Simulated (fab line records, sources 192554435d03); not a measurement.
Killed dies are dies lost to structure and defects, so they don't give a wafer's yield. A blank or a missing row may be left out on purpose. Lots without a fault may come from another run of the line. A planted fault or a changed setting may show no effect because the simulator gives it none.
fab line records | flow n5_finfet
record lots=9 wafers=27 last_day=17
route steps=1938 shown PMOS_HMC_CHANNEL_EPI@81 FIN_SAQP@90 FIN_CUT@165 BEOL_M4@1111 PASSIVATION@1936
lots that met no fault: from a run of the same line without faults
start_h: hours from the record's first day to the start of the lot's first wafer shown | wait_h: hours since the lot's step before | " the same as in the row above | L1.1+2: a row that stands for several wafers | - no value, or no start given | * or withheld: withheld | < > ~ a bound
route shown NAME@n: a module of which the file shows steps, and the number in the route of the first | usual: mean/standard deviation of fault-free wafers | same: alike in all rows | chamber/n: place in a boat | sites: the reading at each site | _std_site: their standard deviation | _edge_site: outer sites' mean less inner sites' | radius_mm: how far each site lies from the wafer's centre | mask NAME#n: copy n | behind: the tool/chamber that last shaped the wafer | hold: why the lot was held/for how many hours/how that ended | device: the transistor (n, p or np) that didn't switch | end of line: the same wafers' tests at the end of the route | a step without rows: its recipe alone | killed: dies lost to structure and defects at the first sort, not the wafer's yield | map: a wafer's dies, x killed, . not, _ none there
set.NAME: the setting as run; set.NAME@STEP: as run at that earlier step | model.NAME: the simulator's own value behind a step, which no gauge read
steps of the route over a sample of lots; a table a step, a row a wafer
services: from which hour (start_h, from the record's first day; less than 0 if before it) a tool's chamber was out of use, for how many hours, and why
## steps
# step N5_PMOS_HMC_CHANNEL_EPI_CMP_21
# recipe material=SiGe30 post_cmp_clean=alkaline_brush target_thk_nm=54
# usual motor_current_A=12.4/1.4 pad_life_wafers=708/360
# columns lot.wafer tool chamber start_h wait_h motor_current_A pad_life_wafers
L617.2 cmp-04 3 19.10 0.0 11.8 0
L617.6 " 3 " " 12.7 -
L617.5 " 0 " " 12.4 -
L619.4 cmp-02 2 31.35 0.1 10.5 529
L619.2 " 3 " " 13.2 530
L619.6 " 1 " " 11.3 -
L621.3 cmp-03 2 44.77 0.1 11.2 313
L621.1 " 3 " " 13.8 314
L621.6 " 1 " " 12.4 -
L622.1 cmp-02 2 50.27 0.0 10.8 654
L622.4 " 0 " " 11.9 656
L622.6 " 3 " " 11.9 -
L623.1 cmp-04 3 55.28 0.1 12.6 302
L623.3 " 0 " " 12.9 303
L623.6 " 1 " " 15.3 -
L630.2 cmp-04 2 97.97 0.1 14.2 595
L630.6 " 1 " " 15.4 -
L630.5 " 2 " " 13.3 -
L631.3 cmp-04 1 104.34 0.1 15.2 637
L631.2 " 3 " " 12.1 639
L631.5 " 1 " " 14.5 -
L638.4 cmp-04 3 145.68 0.0 12.7 948
L638.1 " 1 " " 14.4 950
L638.3 " 2 " " 14.1 951
L640.1 cmp-02 0 157.15 0.1 12.1 1416
L640.4 " 3 " " 12.5 1419
L640.5 " 0 " " 11.8 -
# step N5_FIN_SAQP_PRECLEAN_42
# recipe chemistry=O3/DIW time_s=60 temp_c=22 o3_ppm=10
# columns lot.wafer tool chamber start_h wait_h
L617.2+5+6 wet_bench-05 7,0,6 20.01 0.0
L619.2+4+6 wet_bench-03 1,6,4 32.11 0.0
L621.1+3+6 wet_bench-03 6,3,0 45.63 0.0
L622.1+4+6 wet_bench-02 0,2,1 51.09 0.0
L623.1+3+6 wet_bench-02 3,2,5 56.11 0.0
L630.2+5+6 wet_bench-05 2,1,7 98.97 0.0
L631.2+3+5 wet_bench-05 3,4,6 105.20 0.0
L638.1+3+4 wet_bench-05 4,3,1 146.48 0.0
L640.1+4+5 wet_bench-05 2,1,7 158.06 0.0
# step N5_FIN_SAQP_CD_MEAS_16
# recipe target_cd_nm=35.6 landing_energy_ev=500 detector=se_inlens
# usual cd_nm=35.70/0.27
# same landing_energy_ev=500
# columns lot.wafer tool chamber start_h wait_h cd_nm
L617.2 cd_sem-03 0 21.44 - 35.98
L617.5 " 0 " " 36.12
L617.6 " 0 " " 36.25
L619.2 cd_sem-01 0 33.38 - 35.75
L619.4 " 0 " " 36.03
L619.6 " 0 " " 36.13
L621.1 cd_sem-03 0 47.01 - 35.60
L621.3 " 0 " " 35.67
L621.6 " 0 " " 35.35
L622.1 cd_sem-03 0 52.43 - 35.51
L622.4 " 0 " " 35.91
L622.6 " 0 " " 35.83
L623.1 cd_sem-01 0 57.42 - 35.70
L623.3 " 0 " " 35.54
L623.6 " 0 " " 36.00
L630.2 cd_sem-01 0 101.49 - 35.44
L630.5 " 0 " " 35.65
L630.6 " 0 " " 35.61
L631.2 cd_sem-02 0 106.99 - 35.85
L631.3 " 0 " " 36.15
L631.5 " 0 " " 35.47
L638.1 cd_sem-01 0 147.78 - 35.39
L638.3 " 0 " " 36.01
L638.4 " 0 " " 35.78
L640.1 cd_sem-01 0 159.86 - 35.92
L640.4 " 0 " " 35.77
L640.5 " 0 " " 35.64
# step N5_FIN_SAQP_INSPECT_18
# recipe mode=adi inspect_instrument=brightfield
# usual raw_defect_count=417/130
# columns lot.wafer tool chamber start_h wait_h raw_defect_count
L617.2 defect_inspect-02 - 21.50 0.0 176
L617.5 " - " " 296
L617.6 " - " " 340
L619.2 defect_inspect-02 - 33.44 0.0 300
L619.4 " - " " 420
L619.6 " - " " 338
L621.1 defect_inspect-02 - 47.07 0.0 600
L621.3 " - " " 334
L621.6 " - " " 305
L622.1 defect_inspect-02 - 52.49 0.0 481
L622.4 " - " " 362
L622.6 " - " " 363
L623.1 defect_inspect-01 - 57.48 0.0 356
L623.3 " - " " 330
L623.6 " - " " 392
L630.2 defect_inspect-02 - 101.55 0.0 400
L630.5 " - " " 276
L630.6 " - " " 534
L631.2 defect_inspect-01 - 107.05 0.0 249
L631.3 " - " " 319
L631.5 " - " " 374
L638.1 defect_inspect-02 - 147.84 0.0 1507
L638.3 " - " " 1429
L638.4 " - " " 1626
L640.1 defect_inspect-01 - 159.92 0.0 1383
L640.4 " - " " 1355
L640.5 " - " " 1393
# step N5_FIN_SAQP_SPACER1_ALD_24
# recipe material=SiO2 target_thk_a=203 temp_c=300 ald_precursor_family=BDEAS ald_co_reactant=O2-plasma pulse_time_s=1 purge_time_s=2 co_reactant_purge_time_s=2 ald_cycles=218 pressure_torr=2
# usual heater_power_w=447/52 precursor_pulse_height_rel=1.003/0.019 susceptor_temp_C=299.98/0.2
# columns lot.wafer tool chamber start_h wait_h heater_power_w precursor_pulse_height_rel susceptor_temp_C
L617.2 ald_sin-02 1 22.94 0.3 416 1.010 299.98
L617.5 " 0 " " 508 1.014 300.18
L617.6 " 1 " " 425 0.988 300.24
L619.2 ald_sin-02 2 34.59 0.3 491 0.943 299.88
L619.4 " 0 " " 498 1.027 299.98
L619.6 " 1 " " 421 0.998 300.13
L621.1 ald_sin-04 3 48.26 0.3 370 1.030 299.74
L621.3 " 2 " " 423 0.998 299.85
L621.6 " 2 " " 429 0.990 299.86
L622.1 ald_sin-04 2 54.56 1.1 414 0.969 299.98
L622.4 " 1 " " 451 1.009 299.82
L622.6 " 0 " " 496 1.002 299.76
L623.1 ald_sin-02 0 58.86 0.3 512 0.989 299.81
L623.3 " 3 " " 466 1.031 300.12
L623.6 " 1 " " 427 0.983 300.21
L630.2 ald_sin-03 1 102.91 0.3 447 1.008 300.22
L630.5 " 1 " " 441 0.969 300.02
L630.6 " 2 " " 370 1.013 299.88
L631.2 ald_sin-03 1 108.56 0.3 453 1.026 299.90
L631.3 " 2 " " 374 1.016 299.78
L631.5 " 1 " " 447 1.013 299.84
L638.1 ald_sin-03 3 149.58 0.3 388 1.005 299.75
L638.3 " 0 " " 519 0.995 300.34
L638.4 " 1 " " 453 1.020 299.85
L640.1 ald_sin-04 2 161.09 0.3 425 0.978 300.03
L640.4 " 3 " " 364 1.018 300.10
L640.5 " 0 " " 512 1.028 299.35
# step N5_FIN_SAQP_INSPECT_40
# recipe inspect_instrument=brightfield mode=aei
# usual raw_defect_count=242/74
# columns lot.wafer tool chamber start_h wait_h raw_defect_count
L617.2 defect_inspect-01 - 26.63 0.0 132
L617.5 " - " " 205
L617.6 " - " " 152
L619.2 defect_inspect-02 - 37.65 0.0 228
L619.4 " - " " 177
L619.6 " - " " 195
L621.1 defect_inspect-02 - 51.84 0.0 242
L621.3 " - " " 265
L621.6 " - " " 199
L622.1 defect_inspect-02 - 58.03 0.0 392
L622.4 " - " " 293
L622.6 " - " " 242
L623.1 defect_inspect-02 - 61.90 0.0 270
L623.3 " - " " 250
L623.6 " - " " 328
L630.2 defect_inspect-01 - 106.13 0.0 183
L630.5 " - " " 168
L630.6 " - " " 170
L631.2 defect_inspect-01 - 112.13 0.0 150
L631.3 " - " " 186
L631.5 " - " " 181
L638.1 defect_inspect-02 - 152.83 0.0 1250
L638.3 " - " " 1289
L638.4 " - " " 1307
L640.1 defect_inspect-01 - 164.20 0.0 1344
L640.4 " - " " 1277
L640.5 " - " " 1186
# step N5_FIN_CUT_INSPECT_10
# recipe mode=adi inspect_instrument=brightfield
# usual raw_defect_count=44/11
# columns lot.wafer tool chamber start_h wait_h raw_defect_count
L617.2 defect_inspect-01 - 27.15 0.0 28
L617.5 " - " " 36
L617.6 " - " " 26
L619.2 defect_inspect-01 - 38.04 0.0 41
L619.4 " - " " 31
L619.6 " - " " 35
L621.1 defect_inspect-02 - 52.23 0.1 27
L621.3 " - " " 40
L621.6 " - " " 40
L622.1 defect_inspect-02 - 58.55 0.1 67
L622.4 " - " " 50
L622.6 " - " " 42
L623.1 defect_inspect-01 - 62.43 0.1 42
L623.3 " - " " 39
L623.6 " - " " 54
L630.2 defect_inspect-02 - 106.65 0.0 38
L630.5 " - " " 29
L630.6 " - " " 34
L631.2 defect_inspect-01 - 112.68 0.0 28
L631.3 " - " " 42
L631.5 " - " " 33
L638.1 defect_inspect-01 - 153.22 0.1 1073
L638.3 " - " " 1089
L638.4 " - " " 1069
L640.1 defect_inspect-02 - 164.59 0.1 1144
L640.4 " - " " 1030
L640.5 " - " " 1075
# step N5_BEOL_M4_RC_MEAS_101
# usual DIBL_N=36.3/1 DIBL_P=36.2/1.4 IOFF_N=0.157/0.021 IOFF_P=0.206/0.025 ION_N=673/9 ION_P=461/6.4 SS_N=71.5/0.5 SS_P=73.2/0.47 VT_N=249.9/2.4 VT_P=-250.6/2.9
# columns lot.wafer tool chamber start_h wait_h DIBL_N[mV/V] DIBL_P[mV/V] IOFF_N[nA/um] IOFF_P[nA/um] ION_N[uA/um] ION_P[uA/um] SS_N[mV/dec] SS_P[mV/dec] VT_N[mV] VT_P[mV]
L617.2 prober-01 0 168.26 0.2 35.0 35.5 0.131 0.174 674 456 71.2 72.7 252.7 -254.4
L617.5 " 0 " " 35.3 34.7 0.128 0.170 664 452 71.7 73.0 252.4 -255.1
L617.6 " 0 " " 35.6 35.7 0.131 0.179 665 456 70.8 72.5 254.0 -254.1
L619.2 prober-02 0 178.17 0.2 36.3 36.9 0.150 0.209 659 457 71.7 72.9 252.3 -251.1
L619.4 " 0 " " 35.5 36.1 0.134 0.194 657 452 71.6 73.6 255.2 -251.2
L619.6 " 0 " " 37.9 38.2 0.171 0.225 669 461 72.7 74.3 250.0 -252.0
L622.1 prober-02 0 199.64 0.0 36.7 37.4 0.170 0.224 669 464 72.4 73.5 247.3 -249.1
L622.4 " 0 " " 35.1 36.1 0.145 0.196 665 456 71.5 73.2 251.9 -252.0
L622.6 " 0 " " 35.3 36.2 0.144 0.196 661 458 70.9 73.4 251.8 -252.4
L623.1 prober-01 0 201.54 0.0 37.5 35.9 0.151 0.199 668 464 71.5 73.9 250.2 -249.6
L623.3 " 0 " " 39.5 38.7 0.202 0.242 686 467 72.3 73.3 246.9 -247.3
L623.6 " 0 " " 38.3 37.6 0.181 0.226 686 469 71.5 73.5 250.7 -250.6
L621.1 prober-01 0 203.23 0.0 35.1 35.5 0.132 0.191 675 465 70.5 72.7 252.1 -252.4
L621.3 " 0 " " 36.8 37.4 0.159 0.221 679 471 71.0 73.3 246.7 -248.8
L621.6 " 0 " " 36.6 37.1 0.158 0.216 679 464 71.9 72.9 248.5 -251.5
L630.2 prober-01 0 247.33 0.2 35.0 34.8 0.146 0.197 674 465 71.1 72.9 250.0 -252.0
L630.5 " 0 " " 35.3 35.0 0.152 0.201 661 454 71.4 73.1 254.8 -248.4
L630.6 " 0 " " 36.3 36.4 0.173 0.220 677 459 71.4 72.9 247.7 -250.4
L631.2 prober-01 0 251.95 0.2 36.6 36.7 0.187 0.259 685 470 71.7 73.0 247.2 -244.2
L631.3 " 0 " " 36.8 36.7 0.202 0.271 687 475 71.7 72.9 243.5 -244.8
L631.5 " 0 " " 36.1 34.8 0.169 0.233 682 471 71.1 72.7 247.3 -248.5
L638.1 prober-01 0 289.16 0.0 35.8 34.6 0.141 0.206 679 470 71.0 73.2 250.3 -247.9
L638.3 " 0 " " 36.5 34.8 0.147 0.210 665 463 71.5 72.5 248.9 -246.2
L638.4 " 0 " " 35.6 34.3 0.142 0.208 681 472 71.0 72.6 250.8 -247.9
L640.1 prober-02 0 306.57 0.0 36.6 39.0 0.183 0.210 688 469 71.7 73.4 246.7 -247.7
L640.4 " 0 " " 37.6 40.5 0.208 0.230 697 462 71.7 73.7 247.3 -248.8
L640.5 " 0 " " 36.7 38.5 0.187 0.207 686 462 72.0 73.4 246.2 -249.5
# step N5_PASSIVATION_PROBE_49
# usual defect_limited_yield=91.1/1.3 killed_at_M0_to_M3=36/10 killed_at_M4_up=14/4.4 killed_at_contacts=14/5.7 killed_at_front_end=39/9.4 killed_at_other=2.9/2.6 killed_dies=105/15 killed_on_rim=14/3.5 killed_open=70/12 killed_short=34/7.1 sort_bin_5_function=5.3/0.77 sort_bin_6_memory=3.3/0.66 sort_n_pass=1075/15 sort_yield_pct=91.1/1.3
# same gross_dies=1180 killed_at_back_side=0 sort_bin_4_leakage[%]=0 sort_bin_8_speed[%]=0
# columns lot.wafer tool chamber start_h wait_h defect_limited_yield[%] killed_at_M0_to_M3 killed_at_M4_up killed_at_contacts killed_at_front_end killed_at_other killed_dies killed_on_rim killed_open killed_short sort_bin_5_function[%] sort_bin_6_memory[%] sort_n_pass sort_yield_pct[%]
L638.1 prober-01 - 384.49 0.0 81.3 23 17 12 164 5 221 26 60 22 11.9 4.2 959 81.3
L638.3 prober-01 - 384.59 0.1 80.6 24 10 19 168 8 229 8 53 30 11.9 4.1 951 80.6
L638.4 prober-01 - 384.64 0.2 85.3 28 10 4 129 2 173 31 51 23 8.2 3.1 1007 85.3
L640.1 prober-01 - 403.74 0.0 80.0 20 18 11 181 6 236 21 66 33 11.4 4.9 944 80.0
L640.4 prober-01 - 403.89 0.2 84.9 19 11 12 133 3 178 21 57 22 8.2 3.6 1002 84.9
L640.5 prober-01 - 403.94 0.2 78.7 34 11 22 183 1 251 28 71 34 12.9 5.1 929 78.7
# killed by level:class
L638.1 FIN_SAQP:unspecified=137 MOL_CONTACT_COAG:geometric_particle:open=10 BEOL_M3:geometric_particle:open=8 FIN_SAQP:geometric_particle:open=7 BEOL_M0_SAQP:geometric_particle:open=4 STI_FIN_REVEAL:geometric_particle:open=3 BEOL_M0_SAQP:geometric_particle:short=3 BEOL_M9:geometric_particle:open=3
L638.3 FIN_SAQP:unspecified=145 MOL_CONTACT_COAG:geometric_particle:open=17 STI_FIN_REVEAL:geometric_particle:open=11 BEOL_M0_SAQP:geometric_particle:open=10 BEOL_M0_SAQP:geometric_particle:short=5 FIN_SAQP:geometric_particle:short=4 BEOL_M4:geometric_particle:open=4 BEOL_M3:geometric_particle:open=3
L638.4 FIN_SAQP:unspecified=96 BEOL_M3:geometric_particle:open=14 STI_FIN_REVEAL:geometric_particle:open=9 FIN_SAQP:geometric_particle:open=6 FIN_SAQP:geometric_particle:short=5 STI_FIN_REVEAL:geometric_particle:short=4 DUMMY_GATE:geometric_particle:open=4 MOL_CONTACT_COAG:geometric_particle:open=4
L640.1 FIN_SAQP:unspecified=137 FIN_SAQP:geometric_particle:open=12 MOL_CONTACT_COAG:geometric_particle:open=10 GATE_CUT:geometric_particle:short=7 BEOL_M4:geometric_particle:open=7 FIN_SAQP:geometric_particle:short=6 BEOL_M0_SAQP:geometric_particle:open=5 BEOL_M3:geometric_particle:short=4
L640.4 FIN_SAQP:unspecified=99 MOL_CONTACT_COAG:geometric_particle:open=10 FIN_SAQP:geometric_particle:open=9 BEOL_M4:geometric_particle:open=8 STI_FIN_REVEAL:geometric_particle:open=6 BEOL_M0_SAQP:geometric_particle:open=4 BEOL_M1:geometric_particle:open=4 STARTING-WAFER:geometric_particle:short=4
L640.5 FIN_SAQP:unspecified=146 MOL_CONTACT_COAG:geometric_particle:open=17 BEOL_M0_SAQP:geometric_particle:open=11 BEOL_M0_SAQP:geometric_particle:short=9 FIN_SAQP:geometric_particle:short=8 STI_FIN_REVEAL:geometric_particle:open=8 BEOL_M4:geometric_particle:open=7 STARTING-WAFER:geometric_particle:open=5
## services
# columns tool chamber start_h hours kind
cmp-03 - -1.17 0.9 repair
cmp-04 - -0.02 2.9 repair
cmp-03 - 4.38 4.0 pm
wet_bench-05 - 5.28 5.8 repair
ald_sin-04 2 7.56 1.4 repair
cmp-02 - 12.10 5.7 pm
cmp-04 - 14.83 4.0 pm
cmp-02 - 18.67 3.9 repair
cmp-04 - 18.83 - consumable_replace:conditioner
cmp-04 - 18.83 - consumable_replace:pad
cmp-04 - 28.71 2.8 repair
ald_sin-02 0 35.67 2.5 repair
cmp-03 - 38.87 1.4 repair
wet_bench-02 - 65.84 1.8 repair
cmp-04 - 79.54 3.5 repair
cmp-02 - 80.47 1.9 repair
cmp-04 - 83.60 0.7 repair
ald_sin-02 3 85.14 14.9 repair
ald_sin-04 1 90.16 5.2 repair
cmp-02 - 94.66 1.1 repair
cmp-02 - 113.38 1.9 repair
cmp-02 - 119.91 0.9 repair
cmp-04 - 133.41 5.1 pm
ald_sin-04 - 139.20 1.7 repair
## key
first_sign step=N5_FIN_SAQP_INSPECT_18 reading=raw_defect_count direction=up sigmas=8.1 usual=417 struck=1449
effect step=N5_FIN_SAQP_INSPECT_40 reading=raw_defect_count direction=up sigmas=14 usual=242 struck=1276
effect step=N5_FIN_CUT_INSPECT_10 reading=raw_defect_count direction=up sigmas=92 usual=44 struck=1080
effect step=N5_PASSIVATION_PROBE_49 reading=killed_at_front_end direction=up sigmas=13 usual=39 struck=160
more_kills_born_at N5_FIN_SAQP_PRECLEAN_42@wet_bench-05=760
met_at N5_FIN_SAQP_PRECLEAN_42
struck_lots L638,L640
not_acting_at N5_PMOS_HMC_CHANNEL_EPI_CMP_21,N5_FIN_SAQP_CD_MEAS_16,N5_FIN_SAQP_SPACER1_ALD_24
onset_between 105.20 146.48
also_fits time
fault kind=chamber_particle_source tool=wet_bench-05 chamber=- onset_h=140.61 steps=N5_FIN_SAQP_PRECLEAN_42 rate_per_visit_cm2=1.6079 end_h=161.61
